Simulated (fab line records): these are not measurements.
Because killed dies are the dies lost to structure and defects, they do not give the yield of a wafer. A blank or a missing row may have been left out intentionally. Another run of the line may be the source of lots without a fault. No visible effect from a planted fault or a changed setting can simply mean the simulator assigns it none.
Chamber matching :: flow n5 finfet :: N5_BEOL_M4_PRE_CLEAN_60 on cvd co-02 has 3 sister chambers
The step time 15 s. 3 wafers are shown with their chamber, then 10 later ones without.

WAFERS, EACH WITH ITS CHAMBER
wafer: L084.6
chamber: 2
heater power w (W): 56

wafer: L086.1
chamber: 1
heater power w (W): 109

wafer: L086.3
chamber: 0
heater power w (W): 93

WAFERS WITHOUT THEIR CHAMBER
wafer: L086.6
heater power w (W): 97

wafer: L091.3
heater power w (W): 112

wafer: L091.5
heater power w (W): 95

wafer: L091.6
heater power w (W): 57

wafer: L094.1
heater power w (W): 97

wafer: L094.2
heater power w (W): 60

wafer: L094.5
heater power w (W): 97

wafer: L097.2
heater power w (W): 99

wafer: L097.4
heater power w (W): 110

wafer: L097.5
heater power w (W): 58

WHICH CHAMBER EACH ONE RAN IN
wafer: L086.6
from the rows above: 0
in truth: 0

wafer: L091.3
from the rows above: 1
in truth: 1

wafer: L091.5
from the rows above: 0
in truth: 0

wafer: L091.6
from the rows above: 2
in truth: 2

wafer: L094.1
from the rows above: 0
in truth: 0

wafer: L094.2
from the rows above: 2
in truth: 2

wafer: L094.5
from the rows above: 0
in truth: 0

wafer: L097.2
from the rows above: can't be placed: 0 or 1
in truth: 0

wafer: L097.4
from the rows above: 1
in truth: 1

wafer: L097.5
from the rows above: 2
in truth: 2
Placed correctly: 9 of 10. From these rows, 1 cannot be placed; in 1 the true chamber is one of the candidates. Wrongly placed: 0.
How it was worked out, from the rows above alone: a wafer's distance from a chamber is the root of the sum, over the readings, of the square of ((its reading less the chamber's mean) divided by the reading's scatter). If the next closest chamber is less than 2 further off than the closest, the wafer can't be placed; otherwise it belongs to the closest. A chamber's mean is the mean of its shown wafers. The scatter: root of mean squared gap, hidden wafer to nearest shown wafer, with one shown wafer a chamber.
